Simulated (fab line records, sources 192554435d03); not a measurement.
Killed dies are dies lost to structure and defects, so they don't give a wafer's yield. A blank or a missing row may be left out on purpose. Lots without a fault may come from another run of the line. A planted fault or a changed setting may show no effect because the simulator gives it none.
A struck lot beside a sound one | flow n5_finfet | 15 steps out of a route of 1938
Sound: wafers L383.2, L383.3, L383.5. Struck: wafer L393.5. (L393.3 of the same lot was not struck and is left out.) The cause comes at the end.
At each step with rows: each side's tool, then ch and its chambers, then its first start. Under that, the readings that differ: sound wafers | struck wafers | difference of the means | sigmas: that difference in standard deviations of wafers without a fault.
alike: readings whose means differ by less than 2 such deviations, and words and numbers that are the same on both sides. not compared: withheld readings, readings that some wafer has no value for, bounds like >300 that may hide the same value, and numbers for which the record gives no deviation and whose values overlap.
The two part at a step that has a row with sigmas, a row that says differs or no value, or rows on one side only. Numbers that don't overlap but have no deviation are shown without sigmas and don't part them. A reading that every wafer of one side lacks parts them only if that side has two wafers or more.

first, 6 steps without rows for these wafers: N5_BEOL_M7_COAT_22 (resist thk 30 nm); N5_BEOL_M7_EBR_24; N5_BEOL_M7_SOFTBAKE_23 (time 60 s); N5_BEOL_M7_EXPOSE_25 (exposes mask V6, target cd 40 nm); N5_BEOL_M7_PEB_26 (peb time 60 s); N5_BEOL_M7_DEVELOP_27 (develop time 30 s).
N5_BEOL_M7_CD_MEAS_28: target cd 40 nm.
  sound on cd_sem-02 ch 0, day 13 18:56; struck on cd_sem-01 ch 0, day 16 19:09
  alike: cd_nm
N5_BEOL_M7_OVL_MEAS_29:
  sound on overlay-01 ch 0, day 13 18:59; struck on overlay-02 ch 0, day 16 19:11
  alike: V6_OVL
N5_BEOL_M7_INSPECT_30: inspects for defects (brightfield).
  sound on defect_inspect-01, day 13 19:02; struck on defect_inspect-02, day 16 19:14
  alike: raw_defect_count
N5_BEOL_M7_DESCUM_33: chemistry O2, time 7 s.
  sound on rie_diel-06 ch 1,2,3, day 13 19:04; struck on rie_diel-02 ch 2, day 16 19:16
  reading      | sound             | struck | difference | sigmas
  rf_vpp_V (V) | 245.2 244.4 241.6 | 238.9  | -4.8       | -3
  alike: drypump_motor_current_A, oes_product_au, showerhead_plenum_p_Torr, throttle_valve_pct
  not compared: rf_hours_counter_h
N5_BEOL_M7_ETCH_72: etches underlayer in N2/H2, target depth 6.5 nm, time 5.2 s.
  sound on rie_diel-06 ch 1,2,3, day 13 19:07; struck on rie_diel-02 ch 2, day 16 19:18
  reading      | sound             | struck | difference | sigmas
  rf_vpp_V (V) | 528.9 529.0 522.3 | 518.9  | -7.8       | -3
  alike: drypump_motor_current_A, etch_rf_on_time_s, h2_flow_sccm, oes_product_au, showerhead_plenum_p_Torr, throttle_valve_pct
  not compared: rf_hours_counter_h
N5_BEOL_M7_ETCH_65: etches SiARC in CF4, target depth 15.6 nm, time 26 s.
  sound on rie_diel-06 ch 1,2,3, day 13 19:07; struck on rie_diel-02 ch 2, day 16 19:19
  reading                         | sound             | struck | difference | sigmas
  rf_vpp_V (V)                    | 186.1 184.6 182.1 | 181.3  | -3.0       | -2
  showerhead_plenum_p_Torr (Torr) | 2.28 2.21 2.07    | 2.03   | -0.16      | -2
  alike: drypump_motor_current_A, etch_rf_on_time_s, oes_product_au, throttle_valve_pct
  not compared: rf_hours_counter_h
N5_BEOL_M7_ETCH_66: etches SOC in N2/H2, target depth 80 nm, overetch 16 nm, time 120 s.
  sound on rie_diel-06 ch 1,2,3, day 13 19:09; struck on rie_diel-02 ch 2, day 16 19:21
  reading                                    | sound             | struck | difference | sigmas
  rf_vpp_V (V)                               | 529.2 526.5 521.3 | 519.9  | -5.8       | -2
  run_length_s (s)                           | 143.5 143.3 144.4 | 124.6  | -19.1      | -48
  model.SiARC_of_BEOL_M7_COAT_64.thk_nm (nm) | 6.2 6.6 6.4       | 7.4    | +1.0       |
  alike: drypump_motor_current_A, h2_flow_sccm, oes_product_au, showerhead_plenum_p_Torr, throttle_valve_pct
  not compared: rf_hours_counter_h
then, 1 step without rows for these wafers: N5_BEOL_M7_STRIP_69 (strips in N2/H2).
-- the record jumps here: 3 days lie between the struck wafers' starts before and after (it left off in module BEOL_M7 and takes up again in module PASSIVATION, whose first step shown is number 1936 of the route) --
N5_PASSIVATION_PROBE_49:
  the record has rows for the struck wafers here (prober-02, day 20 06:20) and none for the sound ones

WHERE THEY PART
First at N5_BEOL_M7_DESCUM_33; last, within this record, at N5_PASSIVATION_PROBE_49.

WHY: what the simulator had put in
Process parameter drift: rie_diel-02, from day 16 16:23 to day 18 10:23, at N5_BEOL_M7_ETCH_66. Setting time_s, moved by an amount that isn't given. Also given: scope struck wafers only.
